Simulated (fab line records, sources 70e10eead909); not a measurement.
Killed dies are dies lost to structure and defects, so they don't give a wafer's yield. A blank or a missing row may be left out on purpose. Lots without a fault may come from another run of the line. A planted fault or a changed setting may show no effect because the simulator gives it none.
Chamber matching | flow nand_harc | NHARC_A_BLC_ETCH_17 on rie_diel-13: 4 sister chambers
The step etches the open film in N2/H2, target depth 390 nm, time 609.38 s. 4 wafers are shown with their chamber, then 7 later ones without.

WAFERS WITH THEIR CHAMBER
wafer  | chamber | drypump_motor_current_A (A)
L724.3 | 2       | 6.1
L730.4 | 1       | 6.0
L729.2 | 3       | 5.6
L729.3 | 0       | 5.8

WAFERS WITHOUT THEIR CHAMBER
wafer  | drypump_motor_current_A (A)
L729.4 | 6.1
L736.1 | 6.1
L736.4 | 5.6
L736.5 | 5.9
L745.1 | 5.8
L745.3 | 6.1
L745.4 | 5.6

WHICH CHAMBER EACH WENT THROUGH
wafer  | from the rows above     | in truth
L729.4 | 2                       | 2
L736.1 | 2                       | 2
L736.4 | 3                       | 3
L736.5 | can't be placed: 1 or 0 | 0
L745.1 | 0                       | 0
L745.3 | 2                       | 2
L745.4 | 3                       | 3
Placed correctly: 6 of 7. Can't be placed from these rows: 1 (the true chamber is among the candidates in 1). Placed wrongly: 0.
How it was worked out, from the rows above alone: a wafer's distance from a chamber is the root of the sum, over the readings, of the square of ((its reading less the chamber's mean) divided by the reading's scatter). The wafer belongs to the nearest chamber; if the next one is less than 2 further off, it can't be placed. A chamber's mean is the mean of its shown wafers. The scatter: with one shown wafer a chamber, the root of the mean of the squares of how far each hidden wafer lies from its nearest shown one.
